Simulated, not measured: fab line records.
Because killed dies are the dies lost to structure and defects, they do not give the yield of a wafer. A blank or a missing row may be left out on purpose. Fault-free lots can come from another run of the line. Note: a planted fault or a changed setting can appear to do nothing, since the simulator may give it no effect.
Chamber matching | flow nandHarc | NHARC_A_M1_DESCUM_14 on rieDiel-12: 4 sister chambers
The step chemistry O2, time 3 s. 8 wafers are shown with their chamber, then 11 later ones without.

## WAFERS PAIRED WITH THEIR CHAMBERS
wafer  | chamber | showerheadPlenumPTorr (Torr) | drypumpMotorCurrentA (A)
L080.3 | 0       | 2.01                         | 5.5
L086.1 | 3       | 1.82                         | 5.9
L086.4 | 1       | 1.89                         | 6.2
L086.6 | 3       | 1.82                         | 5.9
L087.3 | 1       | 1.88                         | 6.3
L087.4 | 2       | 1.81                         | 5.1
L087.6 | 0       | 2.01                         | 5.5
L088.4 | 2       | 1.81                         | 5.1

## WAFERS WHOSE CHAMBER IS MISSING
wafer  | showerheadPlenumPTorr (Torr) | drypumpMotorCurrentA (A)
L088.5 | 1.82                         | 5.9
L088.6 | 2.01                         | 5.5
L090.3 | 1.82                         | 5.9
L090.4 | 1.88                         | 6.3
L090.5 | 1.81                         | 5.1
L093.1 | 1.82                         | 5.8
L093.4 | 1.88                         | 6.3
L093.5 | 1.88                         | 6.3
L094.3 | 2.01                         | 5.5
L094.5 | 1.88                         | 6.3
L094.6 | 2.01                         | 5.5

## CHAMBER TAKEN BY EACH
wafer  | from the rows above | in truth
L088.5 | 3                   | 3
L088.6 | 0                   | 0
L090.3 | 3                   | 3
L090.4 | 1                   | 1
L090.5 | 2                   | 2
L093.1 | 3                   | 3
L093.4 | 1                   | 1
L093.5 | 1                   | 1
L094.3 | 0                   | 0
L094.5 | 1                   | 1
L094.6 | 0                   | 0
Placed correctly: 11 of 11. Left unplaced by these rows: 0. Wrongly placed: 0.
How it was worked out, from the rows above alone: a wafer's distance from a chamber is the root of the sum, over the readings, of the square of ((its reading less the chamber's mean) divided by the reading's scatter). The wafer belongs to the nearest chamber; if the next one is less than 2 further off, it can't be placed. Each chamber's mean is taken over the wafers shown for it. How the scatter is found: for the shown wafers, subtract from each reading the mean of its chamber, square and add these, divide the total by (wafers less chambers), then take the root.
